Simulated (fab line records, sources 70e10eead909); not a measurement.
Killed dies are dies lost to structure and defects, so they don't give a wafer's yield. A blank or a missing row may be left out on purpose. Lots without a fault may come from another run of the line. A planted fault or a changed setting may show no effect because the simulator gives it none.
One fault seen from 2 desks | flow nand_harc | each desk has only its own numbers; what lay behind them comes last

THE METROLOGY DESK
What the gauges read, lot by lot, whatever tool the lot ran on: means of the sampled wafers that have a number. A lot is out of limits, marked OUT, if its mean lies more than 4 standard deviations from the usual mean; the brackets give that distance.
Columns: A = thk_nm at NHARC_A_SOURCE_PLATE_THK_MEAS_06, usual 199.4 nm; B = thk_nm at NHARC_A_ONON_D1_THK_MEAS_08, usual 1000 nm
lot  | first seen here | A     | B
L927 | day 7 03:43     | 198.8 | 1008
L929 | day 7 14:11     | 197.2 | 1000
L932 | day 8 17:56     | 197.9 | 1000
L933 | day 9 01:13     | 200.2 | 993
L934 | day 9 01:13     | 200.4 | 983
L936 | day 9 15:36     | 195.9 | 1022
L939 | day 10 17:32    | 201.4 | 656 (-29) OUT
L938 | day 10 23:43    | 199.4 | 638 (-30) OUT
L942 | day 11 03:19    | 199.4 | 652 (-29) OUT
L945 | day 11 19:58    | 199.0 | 996
L946 | day 12 01:01    | 200.6 | 1001
L947 | day 12 11:14    | 198.9 | 992
L950 | day 12 19:51    | 198.8 | 977
This desk's finding: out of limits on L938, L939, L942; first on L939, day 10 19:19 (thk_nm at NHARC_A_ONON_D1_THK_MEAS_08). In limits: L927, L929, L932, L933, L934, L936, L945, L946, L947, L950.

THE DEFECT DESK
What the inspections along the route counted, lot by lot: means of the sampled wafers that have a number. A lot is out of limits, marked OUT, if its mean lies more than 4 standard deviations from the usual mean; the brackets give that distance.
Columns: A = raw_defect_count at NHARC_P_M2_INSPECT_27, usual 327
lot  | first seen here | A
L927 | day 6 00:10     | 329
L929 | day 6 10:10     | 350
L932 | day 7 13:44     | 344
L934 | day 7 19:25     | 384
L933 | day 7 20:05     | 261
L936 | day 8 11:29     | 302
L939 | day 9 13:28     | 376
L938 | day 9 17:19     | 471
L942 | day 9 23:26     | 291
L945 | day 10 13:36    | 438
L946 | day 10 21:16    | 318
L947 | day 11 07:26    | 365
L950 | day 11 15:57    | 273
This desk's finding: nothing out of limits on any of the 13 lots.

PUT TOGETHER
The metrology desk could have raised an alarm at day 10 19:19, on L938, L939, L942.
The defect desk saw nothing out of limits.
The defect desk has L938, L939, L942 on record, within its limits.
Of the lots named, all ran NHARC_A_ONON_D1_DEP_06 on pecvd_onon-03.

WHAT THE SIMULATOR HAD PUT IN
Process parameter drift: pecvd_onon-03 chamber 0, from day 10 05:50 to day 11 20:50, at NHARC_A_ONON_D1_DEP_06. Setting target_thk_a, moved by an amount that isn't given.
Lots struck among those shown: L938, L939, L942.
Hours from the fault's start to each desk's first reading out of limits: the metrology desk, 13.
